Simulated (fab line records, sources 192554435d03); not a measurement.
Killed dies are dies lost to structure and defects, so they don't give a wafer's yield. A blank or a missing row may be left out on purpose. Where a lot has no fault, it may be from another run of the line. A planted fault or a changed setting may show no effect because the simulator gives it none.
Which of the tools did it?	flow n5-finfet	9 lots with 25 wafers sampled at 2 steps, on a route of 1938 steps

WHAT EACH GAUGE READ, for each wafer
N5_BEOL_M4_OVL_MEAS_29.
lot	measured	on	V3_OVL (nm)
L355	day 8 20:42	overlay-01	0.4 0.7 0.0
L360	day 10 00:25	overlay-01	-0.6 0.3 -0.7
L361	day 10 06:50	overlay-02	0.0 1.2 1.2
L367	day 12 03:20	overlay-02	-1.3 0.1
L370	day 12 18:10	overlay-02	1.0 0.7
L373	day 13 12:47	overlay-01	0.7 -0.4 -0.5
L374	day 13 18:11	overlay-01	-1.3 -1.3 -0.2
L376	day 14 02:08	overlay-01	0.7 0.6 0.7
L377	day 14 07:07	overlay-01	1.6 1.0 0.9

WHICH TOOL RAN EACH LOT (tool, then ch and the chambers of the sampled wafers, then the start)
lot	N5_BEOL_M4_STRIP_19
L355	rie-diel-04 ch 0,1,3, day 8 20:17
L360	rie-diel-01 ch 1,3, day 9 23:58
L361	rie-diel-03 ch 0,2,3, day 10 06:17
L367	rie-diel-04 ch 0,1, day 12 02:47
L370	rie-diel-04 ch 0,3, day 12 17:37
L373	rie-diel-04 ch 0,1,3, day 13 12:22
L374	rie-diel-04 ch 1,3, day 13 17:46
L376	rie-diel-03 ch 0,1,2, day 14 01:34
L377	rie-diel-01 ch 0,1,2, day 14 06:41
- N5_BEOL_M4_STRIP_19: strips in O2.

THE ANSWER, worked out from the rows above alone
Rule: the usual values come from the lots themselves. The widest of any qualifying gaps counts: lots, ordered by their means at a reading, are off when they make up no more than a third of the lots, leave a main group of 4 or more, and stand apart from it by 3 or more times the standard deviation of that group's means. A main group is skipped when, at the precision printed for the reading in the tables above, its means are all equal. Also off: a lot with no number at a reading for which 4 or more lots have one. All remaining lots with rows at the step are treated as sound.
None of the lots is off at any reading shown; this tells nothing.

WHAT THE SIMULATOR HAD INSERTED
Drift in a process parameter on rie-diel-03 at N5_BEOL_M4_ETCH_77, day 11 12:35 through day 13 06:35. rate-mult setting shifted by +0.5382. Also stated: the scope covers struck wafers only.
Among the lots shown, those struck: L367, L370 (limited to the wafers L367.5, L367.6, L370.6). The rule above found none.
